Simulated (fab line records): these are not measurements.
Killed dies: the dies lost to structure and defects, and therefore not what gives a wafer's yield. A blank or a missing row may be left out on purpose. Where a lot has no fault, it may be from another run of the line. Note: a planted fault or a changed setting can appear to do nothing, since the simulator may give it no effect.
Split-lot experiment + flow n5_finfet + 21 wafers read from 7 lots, route of 1938 steps

## ABOUT THE SPLIT
At N5_PASSIVATION_VIA_ETCH_13 (etches SiO2 in CHF3/O2, target depth 660 nm, time 330 s), the setting bias_w was moved away from the recipe's 170 W on 4 of the 21 wafers read, by +10.1% to +16.3%. For the rest of the wafers, this setting stayed at what the recipe calls for.

The reading comes from the split's own step.

## THE READING
rf_vpp_V, in V, at N5_PASSIVATION_VIA_ETCH_13 (etches SiO2 in CHF3/O2, target depth 660 nm, time 330 s). A value of 524 V with a standard deviation of 5.7 V is what fault-free wafers of this fab line usually give.

| wafer  | tool, chamber at the split | bias_w as run, W | against the recipe | rf_vpp_V, V | against lot-mates on the recipe |
|--------|----------------------------|------------------|--------------------|-------------|---------------------------------|
| L074.2 | rie_diel-05, 0             | 170              | recipe             | 518         | -                               |
| L074.4 | rie_diel-05, 3             | 170              | recipe             | 534         | -                               |
| L074.6 | rie_diel-05, 2             | 170              | recipe             | 522         | -                               |
| L075.2 | rie_diel-03, 3             | 170              | recipe             | 516         | -                               |
| L075.5 | rie_diel-03, 3             | 170              | recipe             | 517         | -                               |
| L075.6 | rie_diel-03, 0             | 170              | recipe             | 519         | -                               |
| L080.1 | rie_diel-03, 1             | 187.1            | +10.1%             | 569         | +51                             |
| L080.4 | rie_diel-03, 0             | 170              | recipe             | 518         | -                               |
| L080.5 | rie_diel-03, 0             | 187.1            | +10.1%             | 563         | +45                             |
| L086.2 | rie_diel-03, 1             | 170              | recipe             | 527         | -                               |
| L086.4 | rie_diel-03, 3             | 170              | recipe             | 518         | -                               |
| L086.5 | rie_diel-03, 2             | 170              | recipe             | 527         | -                               |
| L087.1 | rie_diel-06, 3             | 170              | recipe             | 520         | -                               |
| L087.2 | rie_diel-06, 1             | 170              | recipe             | 526         | -                               |
| L087.6 | rie_diel-06, 3             | 170              | recipe             | 520         | -                               |
| L095.1 | rie_diel-06, 3             | 170              | recipe             | 522         | -                               |
| L095.2 | rie_diel-06, 1             | 170              | recipe             | 526         | -                               |
| L095.4 | rie_diel-06, 0             | 170              | recipe             | 519         | -                               |
| L096.1 | rie_diel-06, 1             | 197.7            | +16.3%             | 595         | +73                             |
| L096.2 | rie_diel-06, 0             | 197.7            | +16.3%             | 584         | +62                             |
| L096.4 | rie_diel-06, 2             | 170              | recipe             | 522         | -                               |

FIT RESULTS
A straight line over all 21 wafers: rf_vpp_V changes by +4.21 V for each +1% of bias_w; r = +0.98; the points scatter about the line by 4.9 V.
The same after taking each lot's own level away (the mean of its wafers on the recipe; 21 wafers): +4.3 V for each +1%; r = +0.98; scatter 4.5 V.
On that fit, the largest move of bias_w shifts the reading by 70 V.
The lots' own levels span 517.3 to 524.7 V, that is 1.3 times the standard deviation above.
Hence the lot-to-lot level has little effect on the slope; both slopes agree.
Check: +68.7 V against its lot-mates is what the line predicts for one of the wafers moved furthest among these (+16.3%) when that wafer is left out of the fit. It came out at +73 V against them.
Tool readings at the split's step, against how far the setting was moved: rf_vpp_V r = +0.98.

## ADDITIONAL SPLITS CARRIED BY THESE WAFERS
These wafers also went through other splits before the reading. Each is held against what the fit with the lots' levels taken away leaves over:
| other split on the same wafers | wafers away from the commonest value | r with rf_vpp_V (lot level and that fit taken away) |
|--------------------------------|--------------------------------------|-----------------------------------------------------|
| N5_BEOL_M13_COAT_22 spin_rpm   | 4                                    | -0.47                                               |
| N5_BEOL_M15_ILD_DEP_00 time_s  | 7                                    | -0.39                                               |
| N5_BEOL_M15_COAT_04 spin_rpm   | 4                                    | +0.01                                               |

## FILE'S OWN FIT
rf_vpp_V changes by +4.33 V for each +1% of bias_w, r = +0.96.
